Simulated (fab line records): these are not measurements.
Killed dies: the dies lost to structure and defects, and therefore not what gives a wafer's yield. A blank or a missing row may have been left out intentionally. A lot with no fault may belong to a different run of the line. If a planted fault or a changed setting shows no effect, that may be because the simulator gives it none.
A struck lot beside a sound one :: flow n5 finfet :: 15 out of 1938 route steps
Sound: the wafers L633.1, L633.2, L633.3. Wafers struck: L641.3, L641.4, L641.6. The cause is named last.
Each step with rows lists, per side, the tool, then ch with its chambers, then its first start. Under that, the readings that differ: sound wafers :: struck wafers :: difference of the means :: sigmas: that difference in standard deviations of wafers without a fault.
alike: readings with means less than 2 such deviations apart, plus words and numbers identical on both sides. not compared: withheld readings, readings lacking a value on some wafer, bounds such as >300 that could conceal the same value, and numbers that have no deviation in the record and whose values overlap.
The two part at a step that has a row with sigmas, a row that says differs or no value, or rows on one side only. Numbers that have no deviation but don't overlap get no sigmas and don't part them. Lack of a reading on every wafer of one side parts them only where that side has two or more wafers.

N5_BEOL_M6_VIA_ETCH_34: etches SiCOH lowk in C4F6/O2, target depth 126.3 nm, time 50.9 s.
  sound on rie diel-04 ch 1,2,3, day 10 00:35; struck on rie diel-06 ch 0,1,3, day 11 21:07
  alike: drypump motor current A, mfc ar sccm, oes_f_703_au, oes product au, rf vpp V, showerhead plenum p Torr, throttle valve pct
  not compared: rf hours counter h
then, 1 step without rows for these wafers: N5_BEOL_M6_STRIP_76 (strips in C4F6/O2).
N5_BEOL_M6_STRIP_36: strips in N2/H2.
  sound on rie diel-04 ch 1,2,3, day 10 00:38; struck on rie diel-06 ch 0,1,3, day 11 21:10
  alike: drypump motor current A, h2 flow sccm, oes product au, rf vpp V, showerhead plenum p Torr, throttle valve pct
  not compared: rf hours counter h
then, 1 step without rows for these wafers: N5_BEOL_M6_TRENCH_ETCH_37 (etches SiCOH lowk in C4F6/O2, target depth 94.435 nm, time 31.5 s).
N5_BEOL_M6_ETCH_41: etches SiCN in CH3F/O2, target depth 29.7 nm, time 52 s.
  sound on rie diel-04 ch 1,2,3; struck on rie diel-06 ch 0,1,3
  alike: drypump motor current A, mfc ar sccm, oes product au, rf vpp V, showerhead plenum p Torr, throttle valve pct
  not compared: rf hours counter h
N5_BEOL_M6_STRIP_80: strips in N2/H2, time 10 s.
  sound on rie diel-04 ch 1,2,3; struck on rie diel-06 ch 0,1,3
  alike: drypump motor current A, h2 flow sccm, oes product au, rf vpp V, showerhead plenum p Torr, throttle valve pct
  not compared: rf hours counter h
N5_BEOL_M6_OCD_MEAS_38:
  sound on ocd-02, day 10 00:50; struck on ocd-02, day 11 21:22
  alike: trench depth nm
then, 4 steps without rows for these wafers: N5_BEOL_M6_HM_STRIP_39 (strips TiN in peroxide tin strip, target depth 25 nm, time 158 s); N5_BEOL_M6_SRD_40 (time 30 s); N5_BEOL_M6_PRECLEAN_42 (cleans in residue remover, time 60 s); N5_BEOL_M6_SRD_43 (time 30 s).
N5_BEOL_M6_CD_MEAS_35: target cd 40 nm, target cd y 28 nm.
  sound on cd sem-03, day 10 00:59; struck on cd sem-03, day 11 21:32
  alike: cd nm
N5_BEOL_M6_CURE_75: cures SiCOH lowk, time 120 s.
  sound on uv cure-03 ch 2, day 10 01:02; struck on uv cure-02 ch 2, day 11 21:40
  no value came back on the struck wafers for lamp power pct (%), run length s (s), wafer_temp_C_max; on the sound wafers lamp power pct (%) reads 52.28 52.29 52.29
N5_BEOL_M6_DEGAS_44: time 60 s.
  sound on pvd sputter-01, day 10 03:23; struck on pvd sputter-03, day 11 21:57
  alike: heater power w
-- here the record skips 3 days between the struck wafers' starts before and after, leaving off in module BEOL_M6 and picking up in module PASSIVATION (first step shown: number 1936 of the route) --
N5_PASSIVATION_PROBE_49:
  only the struck wafers here have rows in the record (prober-01, day 15 03:25); the sound ones have none

== WHERE THEY PART ==
At N5_BEOL_M6_CURE_75 first; at N5_PASSIVATION_PROBE_49 last (within this record only).

WHY: the cause the simulator had injected
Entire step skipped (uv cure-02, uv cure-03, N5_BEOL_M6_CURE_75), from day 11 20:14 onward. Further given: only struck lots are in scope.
